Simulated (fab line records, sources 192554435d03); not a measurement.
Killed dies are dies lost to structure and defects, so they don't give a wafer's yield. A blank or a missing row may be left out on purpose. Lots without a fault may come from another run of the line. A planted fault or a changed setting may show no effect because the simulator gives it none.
A struck lot beside a sound one | flow n5_finfet | 15 steps out of a route of 1938
Sound: wafers L158.1, L158.3, L158.4. Struck: wafer L167.5. (L167.4, L167.6 of the same lot were not struck and are left out.) The cause comes at the end.
At each step with rows: each side's tool, then ch and its chambers, then its first start. Under that, the readings that differ: sound wafers | struck wafers | difference of the means | sigmas: that difference in standard deviations of wafers without a fault.
alike: readings whose means differ by less than 2 such deviations, and words and numbers that are the same on both sides. not compared: withheld readings, readings that some wafer has no value for, bounds like >300 that may hide the same value, and numbers for which the record gives no deviation and whose values overlap.
The two part at a step that has a row with sigmas, a row that says differs or no value, or rows on one side only. Numbers that don't overlap but have no deviation are shown without sigmas and don't part them. A reading that every wafer of one side lacks parts them only if that side has two wafers or more.

N5_GATE_CUT_ETCH_19: etches SiNx in CH3F/O2, target depth 53.7 nm, time 76.7 s.
  sound on rie_diel-06 ch 0,1,3, day 6 17:53; struck on rie_diel-06 ch 2, day 9 00:39
  alike: drypump_motor_current_A, etch_rf_on_time_s, oes_ar_750_au, oes_product_au, rf_fwd_power_W, rf_vpp_V, showerhead_plenum_p_Torr, throttle_valve_pct
  not compared: rf_hours_counter_h
then, 2 steps without rows for these wafers: N5_GATE_CUT_CUT_ETCH_53 (etches W in SF6/Cl2, target depth 79.2 nm); N5_GATE_CUT_CUT_ETCH_54 (etches TiN in Cl2/BCl3, target depth 96.7 nm).
N5_GATE_CUT_CUT_ETCH_55: etches HfO2 in BCl3, target depth 3.2 nm.
  sound on rie_metal-02 ch 0,1, day 6 18:06; struck on rie_metal-01 ch 1, day 9 00:53
  alike: drypump_motor_current_A, oes_product_au, rf_fwd_power_W, throttle_valve_pct
  not compared: rf_hours_counter_h
N5_GATE_CUT_ETCH_47: etches SiO2 in Cl2/BCl3, target depth 10 nm.
  sound on rie_metal-02 ch 0,1, day 6 18:08; struck on rie_metal-01 ch 1, day 9 00:55
  reading                | sound             | struck | difference | sigmas
  throttle_valve_pct (%) | 23.05 23.05 23.07 | 22.73  | -0.33      | -2
  alike: drypump_motor_current_A, oes_ar_750_au, oes_product_au, rf_fwd_power_W
  not compared: rf_hours_counter_h
N5_GATE_CUT_VAPOR_ETCH_48: etches TiN in BCl3/Cl2.
  sound on rie_metal-02 ch 0,1, day 6 18:10; struck on rie_metal-01 ch 1, day 9 00:57
  reading                     | sound       | struck | difference | sigmas
  drypump_motor_current_A (A) | 5.7 5.3 5.7 | 6.3    | +0.7       | +2
  alike: oes_product_au
then, 2 steps without rows for these wafers: N5_GATE_CUT_VAPOR_ETCH_49 (etches TiAlC in BCl3/Cl2); N5_GATE_CUT_VAPOR_ETCH_51 (etches HfO2 in BCl3/Cl2).
N5_GATE_CUT_STRIP_21: strips in N2/H2, time 30 s.
  sound on plasma_asher-01 ch 0,1, day 6 18:16; struck on plasma_asher-01 ch 0, day 9 01:04
  alike: drypump_motor_current_A, heater_power_w
  not compared: rf_hours_counter_h
then, 3 steps without rows for these wafers: N5_GATE_CUT_STRIP_29 (strips in post etch residue remover, time 60 s); N5_GATE_CUT_SRD_52 (time 30 s); N5_GATE_CUT_ALD_22 (deposits SiNx, target thk 16 nm, pulse time 1 s, ald cycles 320).
N5_GATE_CUT_CMP_23: polishes, stops on SiO2, t overpolish 23.4 s, target thk 16 nm.
  sound on cmp-04 ch 0,1,2, day 6 19:55; struck on cmp-01 ch 3, day 9 02:44
  reading                | sound          | struck | difference | sigmas
  time_to_endpoint_s (s) | 19.6 18.4 19.9 | 37.5   | +18.2      | +10
  alike: head_pressure_psi, motor_current_A, overpolish_run_s
N5_GATE_CUT_THK_MEAS_24:
  sound on film_metro-01, day 6 20:13; struck on film_metro-02, day 9 02:59
  reading          | sound             | struck | difference | sigmas
  GC_FILL_THK (nm) | 219.5 219.0 221.2 | 225.5  | +5.6       | +3
-- the record jumps here: 4 days lie between the struck wafers' starts before and after (it left off in module GATE_CUT and takes up again in module BEOL_M4, whose first step shown is number 1111 of the route) --
N5_BEOL_M4_RC_MEAS_101:
  sound on prober-02 ch 0, day 10 18:38; struck on prober-01 ch 0, day 12 19:05
  alike: DIBL_N, DIBL_P, IOFF_N, IOFF_P, ION_N, ION_P, SS_N, SS_P, VT_N, VT_P

WHERE THEY PART
First at N5_GATE_CUT_ETCH_47; last, within this record, at N5_GATE_CUT_THK_MEAS_24. Later steps at which nothing parts them and some readings are alike: N5_BEOL_M4_RC_MEAS_101.

WHY: what the simulator had put in
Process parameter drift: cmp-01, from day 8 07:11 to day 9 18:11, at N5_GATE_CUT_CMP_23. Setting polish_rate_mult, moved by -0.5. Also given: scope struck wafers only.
